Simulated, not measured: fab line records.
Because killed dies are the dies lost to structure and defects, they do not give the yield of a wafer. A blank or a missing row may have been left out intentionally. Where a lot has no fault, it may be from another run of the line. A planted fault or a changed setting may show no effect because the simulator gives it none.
Chamber matching || flow n5_finfet || 4 sister chambers for N5_FIN_SAQP_FIN_ETCH_36 on rie_si-06
The step etches the open film in HBr/Cl2/O2, target depth 120 nm, time 50.4 s. 8 wafers are shown with their chamber, then 11 later ones without.

== WAFERS PAIRED WITH THEIR CHAMBERS ==
{"wafer": "L081.6", "chamber": 1, "throttle_valve_pct (%)": 36.00, "drypump_motor_current_A (A)": 5.6}
{"wafer": "L083.1", "chamber": 3, "throttle_valve_pct (%)": 36.30, "drypump_motor_current_A (A)": 4.9}
{"wafer": "L083.4", "chamber": 2, "throttle_valve_pct (%)": 36.42, "drypump_motor_current_A (A)": 5.2}
{"wafer": "L083.6", "chamber": 0, "throttle_valve_pct (%)": 35.56, "drypump_motor_current_A (A)": 5.6}
{"wafer": "L086.1", "chamber": 3, "throttle_valve_pct (%)": 36.30, "drypump_motor_current_A (A)": 4.9}
{"wafer": "L086.2", "chamber": 0, "throttle_valve_pct (%)": 35.56, "drypump_motor_current_A (A)": 5.6}
{"wafer": "L086.3", "chamber": 2, "throttle_valve_pct (%)": 36.40, "drypump_motor_current_A (A)": 5.3}
{"wafer": "L087.2", "chamber": 1, "throttle_valve_pct (%)": 36.00, "drypump_motor_current_A (A)": 5.6}

== WAFERS WITH NO CHAMBER GIVEN ==
{"wafer": "L087.4", "throttle_valve_pct (%)": 36.28, "drypump_motor_current_A (A)": 4.9}
{"wafer": "L087.6", "throttle_valve_pct (%)": 35.56, "drypump_motor_current_A (A)": 5.7}
{"wafer": "L088.1", "throttle_valve_pct (%)": 36.39, "drypump_motor_current_A (A)": 5.3}
{"wafer": "L088.3", "throttle_valve_pct (%)": 36.30, "drypump_motor_current_A (A)": 4.9}
{"wafer": "L088.4", "throttle_valve_pct (%)": 36.02, "drypump_motor_current_A (A)": 5.6}
{"wafer": "L090.1", "throttle_valve_pct (%)": 35.59, "drypump_motor_current_A (A)": 5.6}
{"wafer": "L090.2", "throttle_valve_pct (%)": 36.00, "drypump_motor_current_A (A)": 5.6}
{"wafer": "L090.4", "throttle_valve_pct (%)": 36.30, "drypump_motor_current_A (A)": 4.9}
{"wafer": "L093.1", "throttle_valve_pct (%)": 36.38, "drypump_motor_current_A (A)": 5.2}
{"wafer": "L093.2", "throttle_valve_pct (%)": 35.56, "drypump_motor_current_A (A)": 5.7}
{"wafer": "L093.6", "throttle_valve_pct (%)": 35.57, "drypump_motor_current_A (A)": 5.6}

== WHICH CHAMBER EACH ONE RAN IN ==
{"wafer": "L087.4", "from the rows above": 3, "in truth": 3}
{"wafer": "L087.6", "from the rows above": 0, "in truth": 0}
{"wafer": "L088.1", "from the rows above": 2, "in truth": 2}
{"wafer": "L088.3", "from the rows above": 3, "in truth": 3}
{"wafer": "L088.4", "from the rows above": 1, "in truth": 1}
{"wafer": "L090.1", "from the rows above": 0, "in truth": 0}
{"wafer": "L090.2", "from the rows above": 1, "in truth": 1}
{"wafer": "L090.4", "from the rows above": 3, "in truth": 3}
{"wafer": "L093.1", "from the rows above": 2, "in truth": 2}
{"wafer": "L093.2", "from the rows above": 0, "in truth": 0}
{"wafer": "L093.6", "from the rows above": 0, "in truth": 0}
Placed correctly: 11 of 11. Left unplaced by these rows: 0. Placed wrongly: 0.
How it was worked out, from the rows above alone: a wafer's distance from a chamber is the root of the sum, over the readings, of the square of ((its reading less the chamber's mean) divided by the reading's scatter). The wafer belongs to the nearest chamber; if the next one is less than 2 further off, it can't be placed. The mean given for a chamber averages the wafers shown for that chamber. The scatter: the root of (the sum of the squares of (reading less its chamber's mean) over the shown wafers, divided by (wafers less chambers)).
